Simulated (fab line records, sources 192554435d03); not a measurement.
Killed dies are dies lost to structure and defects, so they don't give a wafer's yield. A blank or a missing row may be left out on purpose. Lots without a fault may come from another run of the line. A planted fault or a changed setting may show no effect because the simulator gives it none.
A struck lot beside a sound one | flow n5_finfet | 30 steps out of a route of 1938
Sound: wafers L325.1, L325.4, L325.5. Struck: wafers L329.1, L329.3, L329.6. The cause comes at the end.
At each step with rows: each side's tool, then ch and its chambers, then its first start. Under that, the readings that differ: sound wafers | struck wafers | difference of the means | sigmas: that difference in standard deviations of wafers without a fault.
alike: readings whose means differ by less than 2 such deviations, and words and numbers that are the same on both sides. not compared: withheld readings, readings that some wafer has no value for, bounds like >300 that may hide the same value, and numbers for which the record gives no deviation and whose values overlap.
The two part at a step that has a row with sigmas, a row that says differs or no value, or rows on one side only. Numbers that don't overlap but have no deviation are shown without sigmas and don't part them. A reading that every wafer of one side lacks parts them only if that side has two wafers or more.

first, 10 steps without rows for these wafers: N5_STI_FIN_REVEAL_SRD_28 (time 30 s); N5_DUMMY_GATE_PRECLEAN_00 (cleans in O3/DIW, time 60 s); N5_DUMMY_GATE_SRD_01 (time 30 s); N5_DUMMY_GATE_ALD_02 (deposits SiO2, target thk 2 nm, pulse time 1 s); N5_DUMMY_GATE_CVD_03 (deposits a-Si from SiH4, target thk 150 nm, time 8042 s); N5_DUMMY_GATE_PRECLEAN_46 (cleans in DIW, time 89.5 s); N5_DUMMY_GATE_SRD_47 (dry time 32 s); N5_DUMMY_GATE_CMP_04 (polishes a-Si); N5_DUMMY_GATE_HM_DEP_06 (deposits SiNx from DCS/NH3, target thk 80 nm, time 5141 s); N5_DUMMY_GATE_PECVD_30 (deposits SiO2 from TEOS/O2, target thk 55 nm, time 10.8 s).
N5_DUMMY_GATE_COAT_34: time 60 s, resist thk 60 nm.
  sound on litho_track-01 ch 0, day 5 04:09; struck on litho_track-01 ch 0, day 6 05:03
  reading                                     | sound                | struck               | difference | sigmas
  spin_speed_rpm (rpm)                        | 1500.1 1500.7 1500.6 | 1542.7 1542.7 1543.6 | +42.5      | +35
  model.SOC_of_DUMMY_GATE_COAT_34.thk_nm (nm) | 60 60 60             | 59.2 59.6 59.4       | -0.6       |
then, 11 steps without rows for these wafers: N5_DUMMY_GATE_COAT_35 (time 60 s, resist thk 10 nm); N5_DUMMY_GATE_COAT_28 (time 60 s, resist thk 10 nm); N5_DUMMY_GATE_COAT_09 (resist thk 30 nm); N5_DUMMY_GATE_EBR_11; N5_DUMMY_GATE_SOFTBAKE_10 (time 60 s); N5_DUMMY_GATE_EXPOSE_12 (exposes mask GATE, target cd 25 nm); N5_DUMMY_GATE_PEB_13 (peb time 60 s); N5_DUMMY_GATE_DEVELOP_14 (develop time 30 s); N5_DUMMY_GATE_DESCUM_20 (chemistry O2, time 6.2 s); N5_DUMMY_GATE_ETCH_29 (etches underlayer in N2/H2, target depth 13 nm); N5_DUMMY_GATE_ETCH_36 (etches SiARC in CF4, target depth 13 nm).
N5_DUMMY_GATE_ETCH_37: etches SOC in N2/H2, target depth 60 nm, overetch 30 nm.
  sound on rie_diel-03 ch 1,2, day 5 04:42; struck on rie_diel-06 ch 1,2,3, day 6 05:52
  reading                  | sound             | struck           | difference | sigmas
  model.etch.depth_nm (nm) | 59.99 59.92 59.93 | 59.26 59.55 59.5 | -0.51      |
  alike: bias_w, drypump_motor_current_A, oes_product_au, rf_vpp_V, showerhead_plenum_p_Torr, temp_c, throttle_valve_pct
  not compared: rf_hours_counter_h
then, 4 steps without rows for these wafers: N5_DUMMY_GATE_STRIP_38 (strips in N2/H2); N5_DUMMY_GATE_STRIP_39 (strips in N2/H2); N5_DUMMY_GATE_TRIM_49 (chemistry O2, time 29 s, target cd 14 nm); N5_DUMMY_GATE_STRIP_40 (strips in CF4).
N5_DUMMY_GATE_ETCH_31: etches SiO2 in C4F6/O2, target depth 82.5 nm, time 27.5 s.
  sound on rie_diel-05 ch 1,3, day 5 05:22; struck on rie_diel-06 ch 2,3, day 6 06:17
  reading                                     | sound             | struck            | difference | sigmas
  rf_vpp_V (V)                                | 682 673 682       | 666 661 662       | -16        | -2
  throttle_valve_pct (%)                      | 20.94 20.90 20.92 | 21.23 21.44 21.44 | +0.45      | +2
  model.SOC_of_DUMMY_GATE_COAT_34.thk_nm (nm) | 51.8 51.6 51.8    | 50.8 51.4 51.4    | -0.5       |
  alike: bias_w, drypump_motor_current_A, oes_product_au, showerhead_plenum_p_Torr
  not compared: rf_hours_counter_h
then, 1 step without rows for these wafers: N5_DUMMY_GATE_STRIP_41 (strips in O2).
-- the record jumps here: 6 days lie between the struck wafers' starts before and after (it left off in module DUMMY_GATE and takes up again in module BEOL_M4, whose first step shown is number 1111 of the route) --
N5_BEOL_M4_RC_MEAS_101:
  sound on prober-01 ch 0, day 10 08:43; struck on prober-01 ch 0, day 12 04:02
  alike: DIBL_N, DIBL_P, IOFF_N, IOFF_P, ION_N, ION_P, SS_N, SS_P, VT_N, VT_P

WHERE THEY PART
First at N5_DUMMY_GATE_COAT_34; last, within this record, at N5_DUMMY_GATE_ETCH_31. Later steps at which nothing parts them and some readings are alike: N5_BEOL_M4_RC_MEAS_101.

WHY: what the simulator had put in
Process parameter drift: litho_track-01, from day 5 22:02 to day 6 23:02, at N5_DUMMY_GATE_COAT_34. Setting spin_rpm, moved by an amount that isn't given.
